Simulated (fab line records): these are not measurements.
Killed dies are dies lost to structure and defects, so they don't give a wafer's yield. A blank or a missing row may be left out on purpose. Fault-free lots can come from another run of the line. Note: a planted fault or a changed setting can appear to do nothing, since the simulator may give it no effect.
The tool behind it: which one? | flow n5-finfet | 10 lots with 29 wafers sampled at 5 steps, on a route of 1938 steps

== WHAT EACH GAUGE READ, for each wafer ==
N5_BEOL_M4_RC_MEAS_101.
lot  | measured     | on        | DIBL_N (mV/V)  | DIBL_P (mV/V)  | IOFF_N (nA/um) | IOFF_P (nA/um) | ION_N (uA/um) | ION_P (uA/um) | SS_N (mV/dec)  | SS_P (mV/dec)  | VT_N (mV)   | VT_P (mV)
L617 | day 7 23:18  | prober-02 | 40.3 37.1 43.8 | 40.9 35.4 44.8 | 0.23 0.15 0.36 | 0.31 0.21 0.42 | 680 676 712   | 471 464 478   | 72.2 71.3 73.7 | 74.8 73.7 76.2 | 243 251 240 | -246 -251 -243
L625 | day 10 05:55 | prober-01 | 38.9 37.5 38.8 | 41.4 38.2 40.7 | 0.20 0.16 0.21 | 0.29 0.23 0.28 | 679 682 691   | 467 470 474   | 71.3 72.1 72.2 | 74.8 74.1 74.7 | 248 249 248 | -246 -250 -246
L627 | day 10 09:41 | prober-01 | 34.9 34.1 34.6 | 32.9 32.0 33.9 | 0.14 0.11 0.12 | 0.19 0.18 0.20 | 681 654 669   | 474 455 466   | 71.4 71.5 71.9 | 73.1 72.2 72.5 | 250 257 254 | -248 -250 -250
L628 | day 10 19:25 | prober-01 | 37.4 37.1      | 35.9 36.5      | 0.17 0.15      | 0.19 0.20      | 670 650       | 458 450       | 71.4 71.0      | 73.9 72.9      | 247 252     | -251 -251
L634 | day 12 22:21 | prober-02 | 33.5 36.2 37.3 | 30.7 35.0 35.0 | 0.10 0.14 0.16 | 0.13 0.18 0.18 | 640 664 666   | 440 452 448   | 71.0 71.2 72.1 | 72.3 73.1 73.3 | 257 250 250 | -258 -254 -253
L635 | day 12 22:43 | prober-01 | 32.3 36.5 32.7 | 33.6 38.5 34.1 | 0.11 0.18 0.12 | 0.14 0.20 0.14 | 657 679 663   | 445 458 449   | 71.2 72.3 71.1 | 72.2 73.7 72.2 | 256 249 254 | -257 -252 -258
L636 | day 13 00:56 | prober-02 | 36.2 37.1 35.3 | 33.2 35.2 33.1 | 0.15 0.17 0.13 | 0.18 0.21 0.18 | 670 676 677   | 456 454 466   | 71.6 71.7 70.6 | 72.5 72.8 73.1 | 253 250 252 | -253 -253 -250
L637 | day 13 14:05 | prober-01 | 38.3 36.8 37.2 | 39.4 38.0 38.0 | 0.20 0.17 0.18 | 0.24 0.21 0.22 | 673 671 666   | 456 455 455   | 71.8 72.3 71.8 | 73.6 72.9 73.7 | 247 250 248 | -251 -252 -250
L639 | day 14 07:43 | prober-02 | 37.7 40.0 35.8 | 38.9 40.9 37.0 | 0.19 0.24 0.15 | 0.28 0.30 0.23 | 670 696 677   | 460 474 471   | 72.9 73.1 71.6 | 73.9 74.6 73.2 | 249 244 250 | -247 -245 -248
L640 | day 14 06:08 | prober-01 | 37.3 37.0 33.1 | 38.5 38.7 34.3 | 0.16 0.17 0.10 | 0.18 0.18 0.13 | 675 675 656   | 450 449 445   | 72.0 71.9 70.3 | 74.2 73.9 72.1 | 252 251 256 | -257 -256 -258

== WHAT TOOL EACH LOT RAN ON (gives the tool, then ch and the chambers of the sampled wafers, and finally the start) ==
lot  | N5_GATE_CUT_STRIP_42               | N5_GATE_CUT_VAPOR_ETCH_48         | N5_GATE_CUT_VAPOR_ETCH_51         | N5_GATE_CUT_ALD_22
L617 | rie-diel-02 ch 0,1, day 4 10:50    | rie-metal-02 ch 0,1, day 4 11:10  | rie-metal-02 ch 0,1, day 4 11:14  | ald-sin-01 ch 0,1, day 4 11:25
L625 | rie-diel-04 ch 0,2, day 6 14:02    | rie-metal-01 ch 0, day 6 14:22    | rie-metal-01 ch 0, day 6 14:26    | ald-sin-01 ch 1,2,3, day 6 14:38
L627 | rie-diel-06 ch 0,2,3, day 6 23:01  | rie-metal-01 ch 0,1, day 6 23:21  | rie-metal-01 ch 0,1, day 6 23:25  | ald-sin-03 ch 1,2,3, day 6 23:37
L628 | rie-diel-04 ch 0, day 7 07:37      | rie-metal-02 ch 0,1, day 7 07:56  | rie-metal-02 ch 0,1, day 7 08:00  | ald-sin-01 ch 3, day 7 08:19
L634 | rie-diel-02 ch 0,3, day 8 19:21    | rie-metal-03 ch 0,1, day 8 19:41  | rie-metal-03 ch 0,1, day 8 19:44  | ald-sin-03 ch 0,2,3, day 8 20:52
L635 | rie-diel-06 ch 1,2, day 8 22:47    | rie-metal-03 ch 0,1, day 8 23:07  | rie-metal-03 ch 0,1, day 8 23:11  | ald-sin-03 ch 2,3, day 8 23:50
L636 | rie-diel-02 ch 0,1, day 9 07:26    | rie-metal-02 ch 0,1, day 9 07:46  | rie-metal-02 ch 0,1, day 9 07:50  | ald-sin-03 ch 0,1,3, day 9 08:02
L637 | rie-diel-04 ch 1,2,3, day 9 14:04  | rie-metal-02 ch 0, day 9 14:35    | rie-metal-02 ch 0, day 9 14:42    | ald-sin-04 ch 1,3, day 9 14:56
L639 | rie-diel-02 ch 0,1,2, day 10 01:19 | rie-metal-01 ch 0,1, day 10 01:38 | rie-metal-01 ch 0,1, day 10 01:42 | ald-sin-03 ch 0,1,2, day 10 02:10
L640 | rie-diel-02 ch 2,3, day 10 08:46   | rie-metal-03 ch 0,1, day 10 09:07 | rie-metal-03 ch 0,1, day 10 09:10 | ald-sin-01 ch 1,2,3, day 10 09:22
- N5_GATE_CUT_STRIP_42: strips in O2.
- N5_GATE_CUT_VAPOR_ETCH_48: etches TiN in BCl3/Cl2.
- N5_GATE_CUT_VAPOR_ETCH_51: etches HfO2 in BCl3/Cl2.
- N5_GATE_CUT_ALD_22: deposits SiNx, target thk 16 nm, pulse time 1 s, ald cycles 320.

== AS READ BY THE TOOLS THEMSELVES (means over the sampled wafers that have a number; for cases with no such wafer, the mark the record gives instead) ==
N5_GATE_CUT_STRIP_42.
lot  | tool        | drypump-motor-current-A (A) | oes-product-au (a.u.) | rf-vpp-V (V) | showerhead-plenum-p-Torr (Torr) | throttle-valve-pct (%)
L617 | rie-diel-02 | 5.5                         | 0.71                  | 3.5          | 2.16                            | 16.55
L625 | rie-diel-04 | 5.0                         | 0.74                  | 3.7          | 2.18                            | 16.66
L627 | rie-diel-06 | 5.8                         | 0.80                  | 3.3          | 2.08                            | 16.75
L628 | rie-diel-04 | 5.3                         | 0.76                  | 3.1          | 2.17                            | 16.62
L634 | rie-diel-02 | 6.5                         | 0.79                  | 4.0          | 2.08                            | 16.46
L635 | rie-diel-06 | 5.9                         | 0.86                  | 3.7          | 2.05                            | 16.45
L636 | rie-diel-02 | 6.0                         | 0.87                  | 3.9          | 2.16                            | 16.40
L637 | rie-diel-04 | 5.7                         | 0.70                  | 3.7          | 2.10                            | 16.61
L639 | rie-diel-02 | 5.9                         | 0.78                  | 4.0          | 2.11                            | 16.58
L640 | rie-diel-02 | 6.4                         | 0.72                  | 3.8          | 2.03                            | 16.77

N5_GATE_CUT_VAPOR_ETCH_48.
lot  | tool         | drypump-motor-current-A (A) | he-backside-leak-sccm (sccm) | oes-product-au (a.u.)
L617 | rie-metal-02 | 5.3                         | 3.2                          | 0.62
L625 | rie-metal-01 | 5.5                         | 3.4                          | 0.95
L627 | rie-metal-01 | 5.6                         | 3.4                          | 0.96
L628 | rie-metal-02 | 5.2                         | 3.4                          | 0.61
L634 | rie-metal-03 | 5.7                         | 3.4                          | 0.74
L635 | rie-metal-03 | -                           | -                            | -
L636 | rie-metal-02 | -                           | -                            | -
L637 | rie-metal-02 | -                           | -                            | -
L639 | rie-metal-01 | 5.5                         | 3.2                          | 0.90
L640 | rie-metal-03 | 5.8                         | 3.3                          | 0.76

N5_GATE_CUT_VAPOR_ETCH_51.
lot  | tool         | drypump-motor-current-A (A) | he-backside-leak-sccm (sccm) | oes-product-au (a.u.)
L617 | rie-metal-02 | 5.3                         | 3.26                         | 0.62
L625 | rie-metal-01 | 5.5                         | 3.04                         | 0.95
L627 | rie-metal-01 | 5.5                         | 3.36                         | 0.97
L628 | rie-metal-02 | 5.2                         | 3.32                         | 0.61
L634 | rie-metal-03 | 5.8                         | 3.49                         | 0.75
L635 | rie-metal-03 | 5.7                         | 3.46                         | 0.75
L636 | rie-metal-02 | 5.3                         | 3.26                         | 0.61
L637 | rie-metal-02 | 4.9                         | 3.19                         | 0.61
L639 | rie-metal-01 | 5.5                         | 3.12                         | 0.91
L640 | rie-metal-03 | 5.8                         | 3.35                         | 0.77

N5_GATE_CUT_ALD_22.
lot  | tool       | heater-power-w (W) | precursor-pulse-height-rel | susceptor-temp-C (C)
L617 | ald-sin-01 | 939                | 1.003                      | 399.90
L625 | ald-sin-01 | 801                | 1.010                      | 400.03
L627 | ald-sin-03 | 908                | 0.996                      | 399.91
L628 | ald-sin-01 | 778                | 0.992                      | 399.77
L634 | ald-sin-03 | 892                | 0.984                      | 400.01
L635 | ald-sin-03 | 894                | 0.987                      | 400.01
L636 | ald-sin-03 | 857                | 1.000                      | 399.94
L637 | ald-sin-04 | 889                | 0.997                      | 400.26
L639 | ald-sin-03 | 890                | 0.999                      | 400.05
L640 | ald-sin-01 | 787                | 1.004                      | 400.23

== THE ANSWER, worked out from the rows above alone ==
Rule: the usual values come from the lots themselves. The widest of any qualifying gaps counts: lots, ordered by their means at a reading, are off when they make up no more than a third of the lots, leave a main group of 4 or more, and stand apart from it by 3 or more times the standard deviation of that group's means. A main group is skipped when, at the precision printed for the reading in the tables above, its means are all equal. Also off: a lot with no number at a reading for which 4 or more lots have one. All remaining lots with rows at the step are treated as sound. The gauges are gone through in route order, then the tools' own readings, and for those a lot's mean is taken as printed above. At the first step where some lot is off, the reading lying furthest off is the one used; lots without a number count as furthest.
Off: L635, L636, L637 (N5_GATE_CUT_VAPOR_ETCH_48, drypump-motor-current-A). Without a number there: L635, L636, L637. The main group has a mean of 5.5 A with a standard deviation of 0.2.
A tool fits if, at that step or a process step before it, it ran every lot that is off, and no sound lot after the first of them. None of those tried fits.

== WHAT THE SIMULATOR HAD PUT IN ==
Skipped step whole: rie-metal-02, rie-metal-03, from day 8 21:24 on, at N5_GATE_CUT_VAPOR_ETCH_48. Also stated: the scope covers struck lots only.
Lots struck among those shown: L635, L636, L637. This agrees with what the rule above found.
